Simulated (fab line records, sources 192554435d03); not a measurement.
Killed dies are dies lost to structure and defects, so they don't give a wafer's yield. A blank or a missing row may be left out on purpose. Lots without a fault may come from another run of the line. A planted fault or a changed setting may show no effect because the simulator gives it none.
Which tool did it? | flow n5_finfet | 6 lots, 18 wafers sampled, at 4 steps of a route of 1938

WHAT THE GAUGES READ, wafer by wafer
N5_MIM_TOP_LITHO_OVL_MEAS_11.
lot  | measured     | on         | MIM_TOP_OVL (nm)
L954 | day 13 19:16 | overlay-02 | 2 2 2
L956 | day 13 22:02 | overlay-01 | 2 -1 -8
L959 | day 14 01:55 | overlay-01 | -11 -6 2
L963 | day 14 21:05 | overlay-01 | 4 -7 0
L964 | day 16 03:27 | overlay-01 | -1 1 -4
L968 | day 16 15:20 | overlay-02 | 12 9 4

WHICH TOOL RAN EACH LOT (tool, then ch and the chambers of the sampled wafers, then the start)
lot  | N5_BEOL_M3_SPUTTER_88        | N5_BEOL_M15_STRIP_62                          | N5_MIM_TOP_DEGAS_04
L954 | pvd_sputter-03, day 8 01:54  | rie_diel-02 ch 2,3, day 13 18:48 or earlier   | pvd_sputter-03, day 13 18:48
L956 | pvd_sputter-01, day 8 12:08  | rie_diel-02 ch 0,1, day 13 21:27 or earlier   | pvd_sputter-01, day 13 21:27
L959 | pvd_sputter-02, day 9 07:22  | rie_diel-02 ch 0,1,2, day 14 01:19 or earlier | pvd_sputter-03, day 14 01:19
L963 | pvd_sputter-01, day 9 21:15  | rie_diel-01 ch 0,3, day 14 20:30 or earlier   | pvd_sputter-01, day 14 20:30
L964 | pvd_sputter-03, day 11 09:45 | rie_diel-03 ch 2,3, day 16 02:59 or earlier   | pvd_sputter-03, day 16 02:59
L968 | pvd_sputter-01, day 11 15:52 | rie_diel-02 ch 0,2,3, day 16 14:45 or earlier | pvd_sputter-02, day 16 14:45
- N5_BEOL_M3_SPUTTER_88: material Cu, target thk 4.5 nm, time 8.29 s.
- N5_BEOL_M15_STRIP_62: strips in O2.
- N5_MIM_TOP_DEGAS_04: time 60 s.

THE ANSWER, worked out from the rows above alone
Rule: what is usual is taken from the lots themselves. Put in order of their means at a reading, lots are off if they are a third of the lots or fewer, leave a main group of 4 or more, and stand apart from it by a gap of 3 or more times the standard deviation of the main group's means; of several such gaps the widest counts. A main group whose means are all the same, to the digits that the tables above print for the reading, isn't used. A lot without any number at a reading at which 4 lots or more have one is off too. The other lots that the step has rows for count as sound.
No lot is off at any reading shown: from this, nothing can be told.

WHAT THE SIMULATOR HAD PUT IN
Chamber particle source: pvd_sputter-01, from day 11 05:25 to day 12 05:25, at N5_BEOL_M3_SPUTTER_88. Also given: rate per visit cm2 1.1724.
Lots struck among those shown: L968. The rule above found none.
